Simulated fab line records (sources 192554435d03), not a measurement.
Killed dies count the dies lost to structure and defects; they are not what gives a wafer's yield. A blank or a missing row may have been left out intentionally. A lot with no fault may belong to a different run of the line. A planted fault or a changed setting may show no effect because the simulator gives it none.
Chamber matching / flow n5 finfet / rie diel-03 running N5_GATE_CUT_STRIP_42: 4 sister chambers
The step strips in O2. 4 wafers are shown with their chamber, then 11 later ones without.

== WAFERS, EACH WITH ITS CHAMBER ==
wafer=L084.3; chamber=1; throttle valve pct (%)=16.44
wafer=L085.2; chamber=0; throttle valve pct (%)=16.33
wafer=L085.3; chamber=2; throttle valve pct (%)=16.44
wafer=L088.2; chamber=3; throttle valve pct (%)=16.89

== WAFERS WITHOUT THEIR CHAMBER ==
wafer=L088.3; throttle valve pct (%)=16.44
wafer=L088.5; throttle valve pct (%)=16.34
wafer=L091.1; throttle valve pct (%)=16.45
wafer=L091.2; throttle valve pct (%)=16.47
wafer=L091.3; throttle valve pct (%)=16.36
wafer=L091.4; throttle valve pct (%)=16.87
wafer=L091.5; throttle valve pct (%)=16.86
wafer=L091.6; throttle valve pct (%)=16.46
wafer=L092.2; throttle valve pct (%)=16.35
wafer=L092.5; throttle valve pct (%)=16.89
wafer=L092.6; throttle valve pct (%)=16.34

== WHICH CHAMBER EACH ONE RAN IN ==
wafer=L088.3; from the rows above=can't be placed: 1 or 2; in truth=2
wafer=L088.5; from the rows above=0; in truth=0
wafer=L091.1; from the rows above=can't be placed: 1 or 2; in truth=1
wafer=L091.2; from the rows above=can't be placed: 1 or 2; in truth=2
wafer=L091.3; from the rows above=0; in truth=0
wafer=L091.4; from the rows above=3; in truth=3
wafer=L091.5; from the rows above=3; in truth=3
wafer=L091.6; from the rows above=can't be placed: 1 or 2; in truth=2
wafer=L092.2; from the rows above=0; in truth=0
wafer=L092.5; from the rows above=3; in truth=3
wafer=L092.6; from the rows above=0; in truth=0
Placed correctly: 7 of 11. These rows do not allow placing 4 (true chamber among the candidates in 4). Wrongly placed: 0.
How it was worked out, from the rows above alone: a wafer's distance from a chamber is the root of the sum, over the readings, of the square of ((its reading less the chamber's mean) divided by the reading's scatter). If the next closest chamber is less than 2 further off than the closest, the wafer can't be placed; otherwise it belongs to the closest. The mean given for a chamber averages the wafers shown for that chamber. The scatter: with one shown wafer a chamber, the root of the mean of the squares of how far each hidden wafer lies from its nearest shown one.
